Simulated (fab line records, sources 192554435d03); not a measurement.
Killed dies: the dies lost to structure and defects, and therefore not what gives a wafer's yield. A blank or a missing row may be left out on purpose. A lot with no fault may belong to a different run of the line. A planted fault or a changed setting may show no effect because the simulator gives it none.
The same fault as seen by 2 desks / flow n5-finfet / numbers are kept per desk, each desk with only its own; the story behind them comes last

## DESK OF THE TOOL OWNER: litho-track-03
The tool's own readings at N5_BEOL_M1_COAT_76 (time 60 s, resist thk 5 nm): means of the sampled wafers that have a number, for each lot that ran on this tool. The brackets show how far a lot's mean lies from the usual mean; more than 4 standard deviations puts the lot out of limits, marked OUT.
Columns: A = exhaust-pa at N5_BEOL_M1_COAT_76, usual 44.9 Pa; B = heater-power-total-W at N5_BEOL_M1_COAT_76, usual 391.8 W; C = plate-temp-C at N5_BEOL_M1_COAT_76, usual 205.00 C
lot=L550; first seen here=day 6 13:27; A=45.4; B=391.5; C=204.93
lot=L552; first seen here=day 6 16:54; A=44.9; B=390.0; C=205.07
lot=L553; first seen here=day 7 02:14; A=44.6; B=420.0 (+22) OUT; C=217.11 (+71) OUT
lot=L554; first seen here=day 7 14:11; A=45.5; B=420.0 (+22) OUT; C=217.32 (+72) OUT
lot=L566; first seen here=day 10 17:59; A=44.3; B=392.2; C=205.11
lot=L569; first seen here=day 11 03:46; A=44.3; B=392.0; C=205.09
lot=L570; first seen here=day 11 13:02; A=44.5; B=391.9; C=205.01
lot=L572; first seen here=day 12 08:37; A=44.8; B=391.1; C=205.19
This desk's finding: out of limits on L553, L554; first on L553, day 7 02:14 (heater-power-total-W at N5_BEOL_M1_COAT_76). L550, L552, L566, L569, L570, L572 stayed within limits.

## FROM THE METROLOGY DESK
What the gauges read for every lot (on any tool): the sampled wafers with a number, averaged. The brackets show how far a lot's mean lies from the usual mean; more than 4 standard deviations puts the lot out of limits, marked OUT. Only the readings that lie furthest out on some lot appear, 7 of the 10 it has.
Columns: A = IOFF_N at N5_BEOL_M4_RC_MEAS_101, usual 0.143 nA/um; B = IOFF_P at N5_BEOL_M4_RC_MEAS_101, usual 0.21 nA/um; C = ION_N at N5_BEOL_M4_RC_MEAS_101, usual 671 uA/um; D = ION_P at N5_BEOL_M4_RC_MEAS_101, usual 463 uA/um; E = SS_N at N5_BEOL_M4_RC_MEAS_101, usual 71.2 mV/dec; F = VT_N at N5_BEOL_M4_RC_MEAS_101, usual 251 mV; G = VT_P at N5_BEOL_M4_RC_MEAS_101, usual -250 mV
lot=L550; first seen here=day 8 19:02; A=0.184; B=0.24; C=685; D=468; E=71.6; F=247; G=-244
lot=L552; first seen here=day 8 23:17; A=0.131; B=0.20; C=674; D=466; E=70.7; F=252; G=-249
lot=L553; first seen here=day 9 04:28; A=0.133; B=0.17; C=674; D=458; E=71.1; F=251; G=-254
lot=L554; first seen here=day 9 06:34; A=0.121; B=0.14; C=660; D=453; E=70.4; F=254; G=-257
lot=L568; first seen here=day 13 23:04; A=0.148; B=0.21; C=678; D=466; E=71.1; F=250; G=-247
lot=L566; first seen here=day 13 23:33; A=0.116; B=0.18; C=653; D=452; E=70.9; F=255; G=-254
lot=L569; first seen here=day 14 05:44; A=0.125; B=0.19; C=662; D=464; E=71.0; F=253; G=-250
lot=L570; first seen here=day 14 18:48; A=0.150; B=0.23; C=668; D=465; E=71.3; F=251; G=-249
lot=L572; first seen here=day 15 03:55; A=0.151; B=0.25; C=674; D=470; E=71.4; F=251; G=-245
This desk's verdict: no lot among the 9 shows anything out of limits.

## BROUGHT TOGETHER
The tool owner's desk could have raised an alarm at day 7 02:14, on L553, L554.
From the metrology desk's view, nothing was out of limits.
The metrology desk holds a record of L553, L554, inside its limits.
On litho-track-03, each named lot ran N5_BEOL_M1_COAT_76.

## WHAT THE SIMULATOR PUT IN
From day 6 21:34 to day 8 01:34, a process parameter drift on litho-track-03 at N5_BEOL_M1_COAT_76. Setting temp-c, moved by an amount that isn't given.
Struck lots among those shown: L553, L554.
Each desk's first reading out of limits, in hours after the fault started: the tool owner's desk, 5.
